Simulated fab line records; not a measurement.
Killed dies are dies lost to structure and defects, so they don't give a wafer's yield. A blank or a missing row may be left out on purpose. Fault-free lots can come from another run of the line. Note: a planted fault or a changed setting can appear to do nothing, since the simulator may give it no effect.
Which tool did it? -- flow n5-finfet -- 12 lots with 36 wafers sampled at 2 steps, on a route of 1938 steps

== WHAT THE GAUGES SHOWED, per wafer ==
N5_SD_EPI_P_OVL_MEAS_10.
lot,measured,on,SD_P_BLK_OVL (nm)
L075,day 3 15:10,overlay-01,0.4 0.6 1.0
L077,day 3 23:28,overlay-02,0.4 -0.3 0.4
L079,day 4 14:34,overlay-02,0.6 0.9 0.2
L081,day 5 02:31,overlay-02,-0.2 -1.4 -2.3
L083,day 5 17:06,overlay-01,-0.2 -0.8 -1.4
L085,day 6 01:41,overlay-01,0.2 -0.8 -0.6
L087,day 6 11:09,overlay-02,-1.1 -0.5 -1.4
L089,day 6 22:08,overlay-02,-0.4 -1.0 -0.4
L091,day 7 16:47,overlay-02,-1.5 -0.3 0.4
L093,day 8 00:56,overlay-02,-1.4 0.2 0.1
L095,day 8 13:05,overlay-01,-0.1 0.0 0.6
L097,day 8 23:29,overlay-02,-0.2 -0.4 0.6

== EACH LOT AND THE TOOL THAT RAN IT (in order: tool; ch and the chambers of the sampled wafers; start) ==
lot,N5_DUMMY_GATE_ETCH_42
L075,"rie-diel-04 ch 0,1,3, day 3 09:02"
L077,"rie-diel-04 ch 0,1,2, day 3 16:35"
L079,"rie-diel-01 ch 0,1,3, day 4 08:40"
L081,"rie-diel-04 ch 0,1,3, day 4 18:32"
L083,"rie-diel-03 ch 1,2,3, day 5 09:38"
L085,"rie-diel-03 ch 0,3, day 5 19:58"
L087,"rie-diel-04 ch 1,3, day 6 05:13"
L089,"rie-diel-04 ch 0,2, day 6 15:40"
L091,"rie-diel-01 ch 0,1,2, day 7 06:51"
L093,"rie-diel-04 ch 0,2,3, day 7 19:04"
L095,"rie-diel-03 ch 1,2, day 8 05:01"
L097,"rie-diel-04 ch 0,2,3, day 8 16:49"
- N5_DUMMY_GATE_ETCH_42: etches SiO2 in CHF3/O2, target depth 3.5 nm, time 31 s.

== THE ANSWER, worked out from the rows above alone ==
Rule: what is usual is taken from the lots themselves. The widest of any qualifying gaps counts: lots, ordered by their means at a reading, are off when they make up no more than a third of the lots, leave a main group of 4 or more, and stand apart from it by 3 or more times the standard deviation of that group's means. A main group is skipped when, at the precision printed for the reading in the tables above, its means are all equal. A lot without any number at a reading at which 4 lots or more have one is off too. The other lots that the step has rows for count as sound.
No lot is off at any reading shown: from this, nothing can be told.

== WHAT THE SIMULATOR HAD INSERTED ==
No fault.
